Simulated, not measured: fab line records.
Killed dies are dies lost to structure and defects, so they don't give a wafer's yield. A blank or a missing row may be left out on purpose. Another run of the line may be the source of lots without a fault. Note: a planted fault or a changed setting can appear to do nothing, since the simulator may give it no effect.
Chamber matching -- flow nandHarc -- 4 sister chambers for NHARC_A_STAIRCASE_ALD_420 on aldHk-02
The step deposits SiO2, target thk 20 nm, pulse time 6 s, ald cycles 200. 16 wafers are shown with their chamber, then 8 later ones without.

EACH WAFER AND ITS CHAMBER
wafer,chamber,heaterPowerW (W),precursorPulseHeightRel
L078.1,1,422,0.990
L078.3,2,397,0.969
L078.6,3,529,0.983
L086.3,2,390,1.020
L086.5,3,519,1.025
L086.6,0,460,1.031
L091.2,3,534,1.017
L091.4,2,412,1.035
L091.5,0,441,1.022
L092.1,1,436,0.993
L092.3,3,546,1.001
L092.5,2,418,0.984
L094.1,1,441,0.995
L094.2,3,556,1.034
L094.3,2,427,0.948
L095.1,0,456,1.000

SIGNATURES, as means of the wafers listed above
reading,chamber 0,chamber 1,chamber 2,chamber 3,scatter within a chamber
heaterPowerW,452.33,433.00,408.80,536.80,13.4
precursorPulseHeightRel,1.01767,0.99267,0.99120,1.01200,0.0247
Rule: a wafer's distance from a chamber is the root of the sum, over the readings, of the square of ((its reading less the chamber's mean) divided by the reading's scatter). If the next closest chamber is less than 2 further off than the closest, the wafer can't be placed; otherwise it belongs to the closest. The scatter: take each reading less its chamber's mean, square it, sum over the shown wafers, divide by the number of wafers less the number of chambers, and take the root.

WAFERS WITHOUT THEIR CHAMBER
wafer,heaterPowerW (W),precursorPulseHeightRel
L095.3,435,1.038
L095.4,409,1.005
L097.2,417,1.008
L097.5,425,0.996
L097.6,557,0.997
L097.1,428,1.014
L097.3,545,0.996
L097.4,442,0.996

EACH ONE'S CHAMBER
wafer,from the rows above,in truth
L095.3,can't be placed: 0 or 1 or 2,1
L095.4,can't be placed: 2 or 1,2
L097.2,can't be placed: 2 or 1 or 0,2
L097.5,can't be placed: 1 or 2 or 0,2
L097.6,3,3
L097.1,can't be placed: 1 or 2 or 0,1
L097.3,3,3
L097.4,can't be placed: 1 or 0 or 2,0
2 of 8 placed correctly. Not placeable from these rows: 6 (in 6, the candidates include the true chamber). Wrongly placed: 0.
